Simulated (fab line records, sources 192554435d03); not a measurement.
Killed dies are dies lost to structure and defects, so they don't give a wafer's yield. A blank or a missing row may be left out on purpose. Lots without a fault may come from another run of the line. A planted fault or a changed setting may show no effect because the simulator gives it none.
fab line records | flow n5_finfet
record lots=5 wafers=15 last_day=18
route steps=1938 shown MOL_CONTACT_COAG@576 BEOL_M4@1111 PASSIVATION@1936
lots that met no fault: from a run of the same line without faults
start_h: hours from the record's first day to the start of the lot's first wafer shown | wait_h: hours since the lot's step before | " the same as in the row above | L1.1+2: a row that stands for several wafers | - no value, or no start given | * or withheld: withheld | < > ~ a bound
route shown NAME@n: a module of which the file shows steps, and the number in the route of the first | usual: mean/standard deviation of fault-free wafers | same: alike in all rows | chamber/n: place in a boat | sites: the reading at each site | _std_site: their standard deviation | _edge_site: outer sites' mean less inner sites' | radius_mm: how far each site lies from the wafer's centre | mask NAME#n: copy n | behind: the tool/chamber that last shaped the wafer | hold: why the lot was held/for how many hours/how that ended | device: the transistor (n, p or np) that didn't switch | end of line: the same wafers' tests at the end of the route | a step without rows: its recipe alone | killed: dies lost to structure and defects at the first sort, not the wafer's yield | map: a wafer's dies, x killed, . not, _ none there
set.NAME: the setting as run; set.NAME@STEP: as run at that earlier step | model.NAME: the simulator's own value behind a step, which no gauge read
lots at some steps of the route; a table a step, a row a wafer
services: from which hour (start_h, from the record's first day; less than 0 if before it) a tool's chamber was out of use, for how many hours, and why
## steps
# step N5_MOL_CONTACT_COAG_DESCUM_88
# recipe chemistry=O2 time_s=7 source_power_w=50 bias_power_w=20 pressure_mtorr=20 rf_frequency_hz=2.712e+07 temp_c=40 resist=CAR-EUV o2_flow_sccm=225
# step N5_MOL_CONTACT_COAG_ETCH_89
# recipe chemistry=N2/H2 target=underlayer target_depth_a=130 mask_material=CAR-EUV time_s=10.4 ion_energy_ev=200 pressure_mtorr=30 source_w=840 bias_w=150 n2_flow_sccm=200 h2_flow_sccm=200 ends=cleared
# step N5_MOL_CONTACT_COAG_ETCH_90
# recipe chemistry=CF4 target=SiARC target_depth_a=130 mask_material=CAR-EUV time_s=21.7 ion_energy_ev=80 pressure_mtorr=40 source_w=545 bias_w=36 Ar_flow_sccm=100 cf4_flow_sccm=100 ends=cleared
# step N5_MOL_CONTACT_COAG_ALD_131
# recipe material=SiO2 target_thk_a=50 temp_c=100 ald_precursor_family=BDEAS ald_co_reactant=O2-plasma pulse_time_s=1 co_reactant_pulse_time_s=1 purge_time_s=2 co_reactant_purge_time_s=2 ald_cycles=35 pressure_torr=2
# step N5_MOL_CONTACT_COAG_ETCHBACK_132
# recipe chemistry=CHF3 target=SiO2 target_depth_a=100 time_s=6.7 ion_energy_ev=200 pressure_mtorr=30 source_w=610 bias_w=170 Ar_flow_sccm=200 CHF3_flow_sccm=50
# step N5_MOL_CONTACT_COAG_ETCH_91
# recipe chemistry=N2/H2 target=SOC target_depth_a=600 overetch_a=210 mask_material=SiARC temp_c=40 time_s=101.2 ion_energy_ev=200 pressure_mtorr=30 source_w=840 bias_w=150 n2_flow_sccm=200 h2_flow_sccm=200
# step N5_MOL_CONTACT_COAG_STRIP_92
# recipe chemistry=N2/H2 temp_c=40 n2_flow_sccm=200 h2_flow_sccm=200 rf_frequency_hz=6e+07
# step N5_MOL_CONTACT_COAG_STRIP_93
# recipe chemistry=N2/H2 temp_c=40 n2_flow_sccm=200 h2_flow_sccm=200 rf_frequency_hz=6e+07
# step N5_MOL_CONTACT_COAG_ETCHBACK_135
# recipe chemistry=CHF3 target=SiO2 target_depth_a=250 time_s=16.7 ion_energy_ev=200 pressure_mtorr=30 source_w=610 bias_w=170 Ar_flow_sccm=200 CHF3_flow_sccm=50
# step N5_MOL_CONTACT_COAG_STRIP_118
# recipe chemistry=CHF3 resist=SiARC rf_frequency_hz=6e+07
# step N5_MOL_CONTACT_COAG_VIA_ETCH_46
# recipe chemistry=C4F6/O2 target_depth_a=460 overetch_a=92 mask_material=SOC target=SiO2 bias_w=455 pressure_mtorr=10 time_s=40 source_w=325 Ar_flow_sccm=300 C4F6_flow_sccm=10 O2_flow_sccm=10 ion_energy_ev=575.3 ends=end_point
# step N5_MOL_CONTACT_COAG_STRIP_96
# recipe chemistry=N2/H2 power_w=500 temp_c=40 pressure_mtorr=50 rf_frequency_hz=6e+07 overash_fraction=0.3 bias_power_w=28 h2_frac=0.5 n2_flow_sccm=300 h2_flow_sccm=300
# step N5_MOL_CONTACT_COAG_ETCH_47
# recipe chemistry=CH3F/O2 target=SiNx target_depth_a=270 mask_material=SiO2 stop_on=W over_etch_frac=0.2 ion_energy_ev=120 endpoint=OES-CN pressure_mtorr=30 source_w=395 bias_w=73 Ar_flow_sccm=150 CH3F_flow_sccm=30 O2_flow_sccm=20 ends=end_point
# usual CH3F_flow_sccm=30.00/0.087 O2_flow_sccm=20.00/0.063 drypump_motor_current_A=5.6/0.41 etch_rf_on_time_s=31.0/0.64 oes_product_au=0.71/0.087 rf_vpp_V=298/6.4 showerhead_plenum_p_Torr=1.98/0.047 throttle_valve_pct=16.37/0.27
# columns lot.wafer tool chamber start_h wait_h CH3F_flow_sccm O2_flow_sccm drypump_motor_current_A etch_rf_on_time_s oes_product_au rf_hours_counter_h rf_vpp_V showerhead_plenum_p_Torr throttle_valve_pct model.SiO2_of_MOL_CONTACT_COAG_PECVD_31.thk_nm
L467.2 rie_diel-03 1 122.20 0.0 29.89 20.03 5.8 31.1 0.89 0 301 2.04 15.78 43.6
L467.3 " 2 " " 30.00 20.06 5.9 32.0 0.63 238 301 1.91 16.76 44.2
L467.6 " 0 " " 29.89 20.00 5.2 31.3 0.65 - 302 1.92 16.32 44.4
L479.3 rie_diel-03 3 197.53 0.0 - - - - - - - - - 45.2
L479.4 " 1 " " - - - - - - - - - 46.6
L479.5 " 2 " " - - - - - - - - - 46.2
L480.2 rie_diel-03 3 203.73 0.0 - - - - - - - - - 46
L480.3 " 1 " " - - - - - - - - - 45.8
L480.6 " 3 " " - - - - - - - - - 45.6
L481.1 rie_diel-03 3 207.28 0.0 - - - - - - - - - 46.4
L481.3 " 1 " " - - - - - - - - - 45.4
L481.5 " 1 " " - - - - - - - - - 46.4
L486.1 rie_diel-06 3 238.63 0.0 29.95 20.07 6.0 32.0 0.58 248 296 1.97 16.73 44.6
L486.4 " 2 " " 30.09 19.99 4.9 30.3 0.79 60 308 2.02 16.44 43.6
L486.5 " 1 " " 29.97 20.12 5.8 31.0 0.61 - 302 1.97 16.56 44.4
# step N5_MOL_CONTACT_COAG_STRIP_119
# recipe chemistry=N2/H2 time_s=30 power_w=1000 temp_c=250 pressure_mtorr=withheld n2_flow_sccm=1750 h2_flow_sccm=3250
# step N5_MOL_CONTACT_COAG_PRECLEAN_144
# recipe chemistry=alkaline_clean temp_c=60 time_s=60 do_ppb=50
# step N5_MOL_CONTACT_COAG_SRD_145
# recipe dry=ipa_marangoni time_s=30 temp_c=23 rinse_liquid=diw
# step N5_MOL_CONTACT_COAG_COAT_62
# recipe resist=SOC temp_c=250 time_s=60 spin_rpm=1500 resist_thk_nm=60
# step N5_MOL_CONTACT_COAG_COAT_63
# recipe resist=SiARC temp_c=220 time_s=60 spin_rpm=1500 resist_thk_nm=10
# step N5_MOL_CONTACT_COAG_COAT_64
# recipe resist=underlayer temp_c=205 time_s=60 spin_rpm=1500 resist_thk_nm=10
# step N5_MOL_CONTACT_COAG_COAT_34
# recipe resist=CAR-EUV spin_rpm=1500 resist_thk_nm=40
# step N5_MOL_CONTACT_COAG_EBR_36
# recipe solvent=PGMEA ebr_width_mm=1.5
# step N5_MOL_CONTACT_COAG_SOFTBAKE_35
# recipe temp_c=110 time_s=60 resist=CAR-EUV
# step N5_MOL_CONTACT_COAG_EXPOSE_37
# recipe mask_id=VD na=0.33 source_shape=annular sigma_inner=0.3 sigma_outer=0.7 polarization=unpolarized defocus_nm=0 dose_mj=62
# step N5_MOL_CONTACT_COAG_PEB_38
# recipe peb_temp_c=100 peb_time_s=60 resist=CAR-EUV
# step N5_MOL_CONTACT_COAG_DEVELOP_39
# recipe develop_time_s=30 developer=TMAH resist=CAR-EUV rinse_liquid=surfactant_rinse dry=air_spin dev_temp_c=23
# step N5_MOL_CONTACT_COAG_DESCUM_45
# recipe chemistry=O2 time_s=7 source_power_w=50 bias_power_w=20 pressure_mtorr=20 rf_frequency_hz=2.712e+07 temp_c=40 resist=CAR-EUV o2_flow_sccm=225
# step N5_MOL_CONTACT_COAG_ETCH_65
# recipe chemistry=N2/H2 target=underlayer target_depth_a=130 mask_material=CAR-EUV time_s=10.4 ion_energy_ev=200 pressure_mtorr=30 source_w=840 bias_w=150 n2_flow_sccm=200 h2_flow_sccm=200 ends=cleared
# step N5_MOL_CONTACT_COAG_ETCH_66
# recipe chemistry=CF4 target=SiARC target_depth_a=130 mask_material=CAR-EUV time_s=21.7 ion_energy_ev=80 pressure_mtorr=40 source_w=545 bias_w=36 Ar_flow_sccm=100 cf4_flow_sccm=100 ends=cleared
# step N5_MOL_CONTACT_COAG_ALD_133
# recipe material=SiO2 target_thk_a=50 temp_c=100 ald_precursor_family=BDEAS ald_co_reactant=O2-plasma pulse_time_s=1 co_reactant_pulse_time_s=1 purge_time_s=2 co_reactant_purge_time_s=2 ald_cycles=35 pressure_torr=2
# step N5_MOL_CONTACT_COAG_ETCHBACK_134
# recipe chemistry=CHF3 target=SiO2 target_depth_a=100 time_s=6.7 ion_energy_ev=200 pressure_mtorr=30 source_w=610 bias_w=170 Ar_flow_sccm=200 CHF3_flow_sccm=50
# step N5_MOL_CONTACT_COAG_ETCH_67
# recipe chemistry=N2/H2 target=SOC target_depth_a=600 overetch_a=210 mask_material=SiARC temp_c=40 time_s=101.2 ion_energy_ev=200 pressure_mtorr=30 source_w=840 bias_w=150 n2_flow_sccm=200 h2_flow_sccm=200
# step N5_MOL_CONTACT_COAG_STRIP_68
# recipe chemistry=N2/H2 temp_c=40 n2_flow_sccm=200 h2_flow_sccm=200 rf_frequency_hz=6e+07
# step N5_MOL_CONTACT_COAG_STRIP_69
# recipe chemistry=N2/H2 temp_c=40 n2_flow_sccm=200 h2_flow_sccm=200 rf_frequency_hz=6e+07
# step N5_MOL_CONTACT_COAG_ETCHBACK_136
# recipe chemistry=CHF3 target=SiO2 target_depth_a=250 time_s=16.7 ion_energy_ev=200 pressure_mtorr=30 source_w=610 bias_w=170 Ar_flow_sccm=200 CHF3_flow_sccm=50
# step N5_MOL_CONTACT_COAG_STRIP_120
# recipe chemistry=CHF3 resist=SiARC rf_frequency_hz=6e+07
# step N5_MOL_CONTACT_COAG_VIA_ETCH_117
# recipe chemistry=C4F6/O2 target_depth_a=400 overetch_a=80 mask_material=SOC target=SiO2 bias_w=455 pressure_mtorr=10 time_s=26 source_w=325 Ar_flow_sccm=300 C4F6_flow_sccm=10 O2_flow_sccm=10 ion_energy_ev=575.3 ends=end_point
# step N5_MOL_CONTACT_COAG_ETCH_124
# recipe chemistry=CH3F/O2 target=SiNx target_depth_a=65 mask_material=SOC stop_on=SiOC over_etch_frac=0.3 ion_energy_ev=120 pressure_mtorr=30 source_w=395 bias_w=73 Ar_flow_sccm=150 CH3F_flow_sccm=30 O2_flow_sccm=20 ends=end_point
# step N5_MOL_CONTACT_COAG_ETCH_48
# recipe chemistry=C4F6/O2 target_depth_a=150 overetch_a=45 mask_material=SOC target=SiOC bias_w=465 pressure_mtorr=10 time_s=17 source_w=335 Ar_flow_sccm=300 C4F6_flow_sccm=10 O2_flow_sccm=10 ion_energy_ev=576
# step N5_MOL_CONTACT_COAG_CMP_52
# recipe stop_on=SiO2 t_overpolish_s=1.5 post_cmp_clean=w_dilute_nh4oh down_force_psi=4 platen_rpm=50.289 pad_velocity_m_s=1.0006 target_thk_nm=66.5
# usual motor_current_A=12.4/1.2
# columns lot.wafer tool chamber start_h wait_h motor_current_A model.SiO2_of_MOL_CONTACT_COAG_PECVD_31.thk_nm
L467.3 cmp-01 2 124.15 0.0 11.1 44
L467.2 " 3 " " 10.6 43.2
L467.6 " 2 " " 11.6 44.2
L479.3 cmp-03 0 200.19 0.1 13.8 44.8
L479.4 " 2 " " 12.3 46.4
L479.5 " 0 " " 14.1 46
L480.3 cmp-02 3 206.11 0.0 12.3 45.4
L480.2 " 2 " " 12.8 45.8
L480.6 " 0 " " 11.9 45.2
L481.1 cmp-01 3 209.68 0.1 10.4 46
L481.3 " 0 " " 13.4 45
L481.5 " 1 " " 12.6 46.2
L486.4 cmp-03 3 241.48 0.0 11.0 43.4
L486.1 " 0 " " 14.2 44.4
L486.5 " 0 " " 14.3 44.2
# step N5_BEOL_M4_RC_MEAS_101
# usual DIBL_N=35.6/1.7 DIBL_P=35.0/2 IOFF_N=0.148/0.027 IOFF_P=0.19/0.032 ION_N=671/14 ION_P=460/9.1 SS_N=71.3/0.62 SS_P=73.0/0.64 VT_N=251/3.2 VT_P=-251.5/2.9
# columns lot.wafer tool chamber start_h wait_h DIBL_N[mV/V] DIBL_P[mV/V] IOFF_N[nA/um] IOFF_P[nA/um] ION_N[uA/um] ION_P[uA/um] SS_N[mV/dec] SS_P[mV/dec] VT_N[mV] VT_P[mV]
L467.2 prober-01 0 245.07 0.2 33.0 33.4 0.124 0.16 669 451 70.9 71.9 250 -253.5
L467.3 " 0 " " 29.8 30.2 0.090 0.13 653 445 69.7 72.0 257 -257.7
L467.6 " 0 " " 33.6 35.3 0.132 0.18 665 453 71.1 72.7 251 -250.8
L486.1 prober-02 0 321.78 0.0 35.3 35.0 0.142 0.18 665 450 71.4 72.7 251 -255.6
L486.4 " 0 " " 35.8 35.6 0.147 0.18 665 455 71.5 73.2 254 -252.2
L486.5 " 0 " " 36.5 36.9 0.167 0.21 685 468 71.1 73.7 250 -250.5
# step N5_PASSIVATION_PROBE_49
# usual killed_at_M0_to_M3=35/11 killed_at_M4_up=14/5.4 killed_at_contacts=13/6 killed_at_front_end=38/11 killed_at_other=3.4/2.6 killed_dies=104/19 killed_on_rim=13/3.9 killed_open=68/13 killed_short=34/8.5
# same gross_dies=1180 killed_at_back_side=0
# columns lot.wafer tool chamber start_h wait_h killed_at_M0_to_M3 killed_at_M4_up killed_at_contacts killed_at_front_end killed_at_other killed_dies killed_on_rim killed_open killed_short
L467.2 prober-01 - 353.84 0.1 24 18 12 26 4 84 10 57 27
L467.3 prober-01 - 353.89 0.1 29 12 15 26 8 90 9 66 24
L467.6 prober-01 - 354.04 0.3 41 15 16 44 1 117 14 73 44
L479.3 prober-01 - 396.53 0.1 30 12 1094 42 2 1180 152 59 38
L479.4 prober-01 - 396.58 0.2 32 15 1088 42 3 1180 152 78 28
L479.5 prober-01 - 396.63 0.2 15 11 1109 45 0 1180 152 51 32
L481.1 prober-02 - 408.28 0.0 40 3 1105 28 4 1180 152 61 26
L481.3 prober-02 - 408.38 0.1 26 13 1096 42 3 1180 152 70 36
L481.5 prober-02 - 408.48 0.2 34 5 1091 48 2 1180 152 68 31
L480.2 prober-01 - 410.28 0.1 29 13 1098 37 3 1180 152 84 28
L480.3 prober-01 - 410.33 0.1 19 11 1096 48 6 1180 152 56 35
L480.6 prober-01 - 410.48 0.3 32 11 1108 25 4 1180 152 57 32
# killed by level:class
L467.2 BEOL_M0_SAQP:geometric_particle:open=13 BEOL_M4:geometric_particle:open=11 MOL_CONTACT_COAG:geometric_particle:open=10 BEOL_M0_SAQP:geometric_particle:short=8 FIN_SAQP:geometric_particle:short=5 FIN_SAQP:geometric_particle:open=4 STI_FIN_REVEAL:geometric_particle:open=4 DUMMY_GATE:geometric_particle:open=3
L467.3 MOL_CONTACT_COAG:geometric_particle:open=13 FIN_SAQP:geometric_particle:open=9 BEOL_M0_SAQP:geometric_particle:open=9 BEOL_M0_SAQP:geometric_particle:short=9 BEOL_M4:geometric_particle:open=6 BEOL_M2:geometric_particle:open=5 FIN_SAQP:geometric_particle:short=4 BEOL_M3:geometric_particle:open=3
L467.6 BEOL_M0_SAQP:geometric_particle:open=14 MOL_CONTACT_COAG:geometric_particle:open=14 BEOL_M0_SAQP:geometric_particle:short=12 FIN_SAQP:geometric_particle:short=7 BEOL_M1:geometric_particle:open=7 FIN_SAQP:geometric_particle:open=6 BEOL_M4:geometric_particle:open=6 STI_FIN_REVEAL:geometric_particle:open=5
L479.3 MOL_CONTACT_COAG:area_etch=1082 FIN_SAQP:geometric_particle:short=11 MOL_CONTACT_COAG:geometric_particle:open=11 STI_FIN_REVEAL:geometric_particle:open=9 BEOL_M0_SAQP:geometric_particle:short=9 FIN_SAQP:geometric_particle:open=8 BEOL_M0_SAQP:geometric_particle:open=8 GATE_CUT:geometric_particle:short=5
L479.4 MOL_CONTACT_COAG:area_etch=1072 FIN_SAQP:geometric_particle:open=13 MOL_CONTACT_COAG:geometric_particle:open=13 BEOL_M0_SAQP:geometric_particle:open=11 STI_FIN_REVEAL:geometric_particle:open=10 BEOL_M0_SAQP:geometric_particle:short=7 FIN_SAQP:geometric_particle:short=6 BEOL_M2:geometric_particle:open=6
L479.5 MOL_CONTACT_COAG:area_etch=1095 STI_FIN_REVEAL:geometric_particle:open=15 MOL_CONTACT_COAG:geometric_particle:open=11 FIN_SAQP:geometric_particle:open=6 FIN_SAQP:geometric_particle:short=6 BEOL_M0_SAQP:geometric_particle:short=5 DUMMY_GATE:geometric_particle:short=4 GATE_CUT:geometric_particle:short=4
L481.1 MOL_CONTACT_COAG:area_etch=1093 STI_FIN_REVEAL:geometric_particle:open=11 BEOL_M3:geometric_particle:open=11 MOL_CONTACT_COAG:geometric_particle:open=9 BEOL_M0_SAQP:geometric_particle:short=9 BEOL_M0_SAQP:geometric_particle:open=8 ILD0:geometric_particle:open=4 MOL_CONTACT_COAG:geometric_particle:short=3
L481.3 MOL_CONTACT_COAG:area_etch=1074 MOL_CONTACT_COAG:geometric_particle:open=14 FIN_SAQP:geometric_particle:open=13 BEOL_M2:geometric_particle:open=10 MOL_CONTACT_COAG:geometric_particle:short=8 FIN_SAQP:geometric_particle:short=7 STI_FIN_REVEAL:geometric_particle:open=6 BEOL_M4:geometric_particle:open=4
L481.5 MOL_CONTACT_COAG:area_etch=1081 BEOL_M2:geometric_particle:open=15 STI_FIN_REVEAL:geometric_particle:open=13 GATE_CUT:geometric_particle:short=7 MOL_CONTACT_COAG:geometric_particle:open=7 FIN_SAQP:geometric_particle:open=5 BEOL_M0_SAQP:geometric_particle:open=5 FIN_SAQP:geometric_particle:short=4
L480.2 MOL_CONTACT_COAG:area_etch=1068 MOL_CONTACT_COAG:geometric_particle:open=25 BEOL_M0_SAQP:geometric_particle:open=11 DUMMY_GATE:geometric_particle:open=8 BEOL_M5:geometric_particle:open=8 FIN_SAQP:geometric_particle:short=7 FIN_SAQP:geometric_particle:open=7 MOL_CONTACT_COAG:geometric_particle:short=5
L480.3 MOL_CONTACT_COAG:area_etch=1088 FIN_SAQP:geometric_particle:short=13 FIN_SAQP:geometric_particle:open=6 ILD0:geometric_particle:short=6 DUMMY_GATE:geometric_particle:open=5 MOL_CONTACT_COAG:geometric_particle:open=5 BEOL_M3:geometric_particle:open=4 BEOL_M6:geometric_particle:open=4
L480.6 MOL_CONTACT_COAG:area_etch=1091 MOL_CONTACT_COAG:geometric_particle:open=13 BEOL_M0_SAQP:geometric_particle:open=8 BEOL_M0_SAQP:geometric_particle:short=7 STI_FIN_REVEAL:geometric_particle:open=5 BEOL_M2:geometric_particle:open=5 FIN_SAQP:geometric_particle:short=4 MOL_CONTACT_COAG:geometric_particle:short=4
# map L479.3 (x killed, . not)
_________________xxxxxxxxxxxx________________
______________xxxxxxxxxxxxxxxxxx_____________
___________xxxxxxxxxxxxxxxxxxxxxxxx__________
__________xxxxxxxxxxxxxxxxxxxxxxxxxx_________
________xxxxxxxxxxxxxxxxxxxxxxxxxxxxxx_______
_______xxxxxxxxxxxxxxxxxxxxxxxxxxxxxxxx______
______xxxxxxxxxxxxxxxxxxxxxxxxxxxxxxxxxx_____
_____xxxxxxxxxxxxxxxxxxxxxxxxxxxxxxxxxxxx____
____xxxxxxxxxxxxxxxxxxxxxxxxxxxxxxxxxxxxxx___
___xxxxxxxxxxxxxxxxxxxxxxxxxxxxxxxxxxxxxxxx__
___xxxxxxxxxxxxxxxxxxxxxxxxxxxxxxxxxxxxxxxx__
__xxxxxxxxxxxxxxxxxxxxxxxxxxxxxxxxxxxxxxxxxx_
__xxxxxxxxxxxxxxxxxxxxxxxxxxxxxxxxxxxxxxxxxx_
_xxxxxxxxxxxxxxxxxxxxxxxxxxxxxxxxxxxxxxxxxxxx
_xxxxxxxxxxxxxxxxxxxxxxxxxxxxxxxxxxxxxxxxxxxx
_xxxxxxxxxxxxxxxxxxxxxxxxxxxxxxxxxxxxxxxxxxxx
_xxxxxxxxxxxxxxxxxxxxxxxxxxxxxxxxxxxxxxxxxxxx
_xxxxxxxxxxxxxxxxxxxxxxxxxxxxxxxxxxxxxxxxxxxx
_xxxxxxxxxxxxxxxxxxxxxxxxxxxxxxxxxxxxxxxxxxxx
_xxxxxxxxxxxxxxxxxxxxxxxxxxxxxxxxxxxxxxxxxxxx
_xxxxxxxxxxxxxxxxxxxxxxxxxxxxxxxxxxxxxxxxxxxx
__xxxxxxxxxxxxxxxxxxxxxxxxxxxxxxxxxxxxxxxxxx_
__xxxxxxxxxxxxxxxxxxxxxxxxxxxxxxxxxxxxxxxxxx_
___xxxxxxxxxxxxxxxxxxxxxxxxxxxxxxxxxxxxxxxx__
___xxxxxxxxxxxxxxxxxxxxxxxxxxxxxxxxxxxxxxxx__
____xxxxxxxxxxxxxxxxxxxxxxxxxxxxxxxxxxxxxx___
_____xxxxxxxxxxxxxxxxxxxxxxxxxxxxxxxxxxxx____
______xxxxxxxxxxxxxxxxxxxxxxxxxxxxxxxxxx_____
_______xxxxxxxxxxxxxxxxxxxxxxxxxxxxxxxx______
________xxxxxxxxxxxxxxxxxxxxxxxxxxxxxx_______
__________xxxxxxxxxxxxxxxxxxxxxxxxxx_________
___________xxxxxxxxxxxxxxxxxxxxxxxx__________
______________xxxxxxxxxxxxxxxxxx_____________
_________________xxxxxxxxxxxx________________
# map L480.2 (x killed, . not)
_________________xxxxxxxxxxxx________________
______________xxxxxxxxxxxxxxxxxx_____________
___________xxxxxxxxxxxxxxxxxxxxxxxx__________
__________xxxxxxxxxxxxxxxxxxxxxxxxxx_________
________xxxxxxxxxxxxxxxxxxxxxxxxxxxxxx_______
_______xxxxxxxxxxxxxxxxxxxxxxxxxxxxxxxx______
______xxxxxxxxxxxxxxxxxxxxxxxxxxxxxxxxxx_____
_____xxxxxxxxxxxxxxxxxxxxxxxxxxxxxxxxxxxx____
____xxxxxxxxxxxxxxxxxxxxxxxxxxxxxxxxxxxxxx___
___xxxxxxxxxxxxxxxxxxxxxxxxxxxxxxxxxxxxxxxx__
___xxxxxxxxxxxxxxxxxxxxxxxxxxxxxxxxxxxxxxxx__
__xxxxxxxxxxxxxxxxxxxxxxxxxxxxxxxxxxxxxxxxxx_
__xxxxxxxxxxxxxxxxxxxxxxxxxxxxxxxxxxxxxxxxxx_
_xxxxxxxxxxxxxxxxxxxxxxxxxxxxxxxxxxxxxxxxxxxx
_xxxxxxxxxxxxxxxxxxxxxxxxxxxxxxxxxxxxxxxxxxxx
_xxxxxxxxxxxxxxxxxxxxxxxxxxxxxxxxxxxxxxxxxxxx
_xxxxxxxxxxxxxxxxxxxxxxxxxxxxxxxxxxxxxxxxxxxx
_xxxxxxxxxxxxxxxxxxxxxxxxxxxxxxxxxxxxxxxxxxxx
_xxxxxxxxxxxxxxxxxxxxxxxxxxxxxxxxxxxxxxxxxxxx
_xxxxxxxxxxxxxxxxxxxxxxxxxxxxxxxxxxxxxxxxxxxx
_xxxxxxxxxxxxxxxxxxxxxxxxxxxxxxxxxxxxxxxxxxxx
__xxxxxxxxxxxxxxxxxxxxxxxxxxxxxxxxxxxxxxxxxx_
__xxxxxxxxxxxxxxxxxxxxxxxxxxxxxxxxxxxxxxxxxx_
___xxxxxxxxxxxxxxxxxxxxxxxxxxxxxxxxxxxxxxxx__
___xxxxxxxxxxxxxxxxxxxxxxxxxxxxxxxxxxxxxxxx__
____xxxxxxxxxxxxxxxxxxxxxxxxxxxxxxxxxxxxxx___
_____xxxxxxxxxxxxxxxxxxxxxxxxxxxxxxxxxxxx____
______xxxxxxxxxxxxxxxxxxxxxxxxxxxxxxxxxx_____
_______xxxxxxxxxxxxxxxxxxxxxxxxxxxxxxxx______
________xxxxxxxxxxxxxxxxxxxxxxxxxxxxxx_______
__________xxxxxxxxxxxxxxxxxxxxxxxxxx_________
___________xxxxxxxxxxxxxxxxxxxxxxxx__________
______________xxxxxxxxxxxxxxxxxx_____________
_________________xxxxxxxxxxxx________________
## services
# columns tool chamber start_h hours kind
rie_diel-03 1 104.01 - clean
rie_diel-03 1 104.01 - consumable_replace:focus_ring
rie_diel-03 1 104.01 17.7 scheduled_down
rie_diel-03 1 104.01 17.7 vent_cycle
cmp-03 - 112.80 4.6 pm
rie_diel-06 2 127.22 13.3 repair
cmp-02 - 131.24 4.0 pm
cmp-01 - 152.68 1.9 repair
rie_diel-06 1 153.08 4.2 repair
cmp-03 - 153.58 2.2 repair
cmp-02 - 156.04 6.4 pm
rie_diel-03 2 157.10 - clean
rie_diel-03 2 157.10 - consumable_replace:esc
rie_diel-03 2 157.10 - consumable_replace:focus_ring
cmp-03 - 160.66 1.4 repair
cmp-02 - 183.32 16.4 pm
cmp-01 - 183.94 1.7 repair
cmp-02 - 200.38 0.2 repair
cmp-01 - 200.65 5.8 pm
rie_diel-03 2 201.74 28.7 repair
cmp-01 - 213.24 2.2 repair
rie_diel-06 1 214.36 13.2 repair
rie_diel-03 - 219.88 28.1 pm
cmp-01 - 239.82 5.8 repair
## key
first_sign step=N5_MOL_CONTACT_COAG_ETCH_47 reading=tool_record direction=missing
effect step=N5_PASSIVATION_PROBE_49 reading=killed_at_contacts direction=up sigmas=99+ usual=13 struck=1098
model_effect step=N5_MOL_CONTACT_COAG_ETCH_47 value=SiO2_of_MOL_CONTACT_COAG_PECVD_31.thk_nm without=44.16 struck=45.96
model_effect step=N5_MOL_CONTACT_COAG_CMP_52 value=SiO2_of_MOL_CONTACT_COAG_PECVD_31.thk_nm without=43.84 struck=45.64
more_kills_born_at N5_MOL_CONTACT_COAG_ETCH_47@rie_diel-03=9743
met_at N5_MOL_CONTACT_COAG_ETCH_47
struck_wafers L479.3,L479.4,L479.5,L480.2,L480.3,L480.6,L481.1,L481.3,L481.5
later_rows_left_out L479.3,L479.4,L479.5,L480.2,L480.3,L480.6,L481.1,L481.3,L481.5
tester_left_out L479,L480,L481
onset_between 122.20 197.53
fault kind=skipped_step_whole tool=rie_diel-03 chamber=- onset_h=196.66 steps=N5_MOL_CONTACT_COAG_ETCH_47 scope=struck_lots_only
# tester_left_out: of these lots the tester's yield and bins aren't shown, on N5 and GAA mostly nor the transistor test; their killed dies are dies lost to structure and defects alone, not to doping, threshold or leakage, so they don't give the yield
# later_rows_left_out: the simulator's readings of these wafers behind a module that went badly wrong aren't trusted and aren't shown, but for the sort
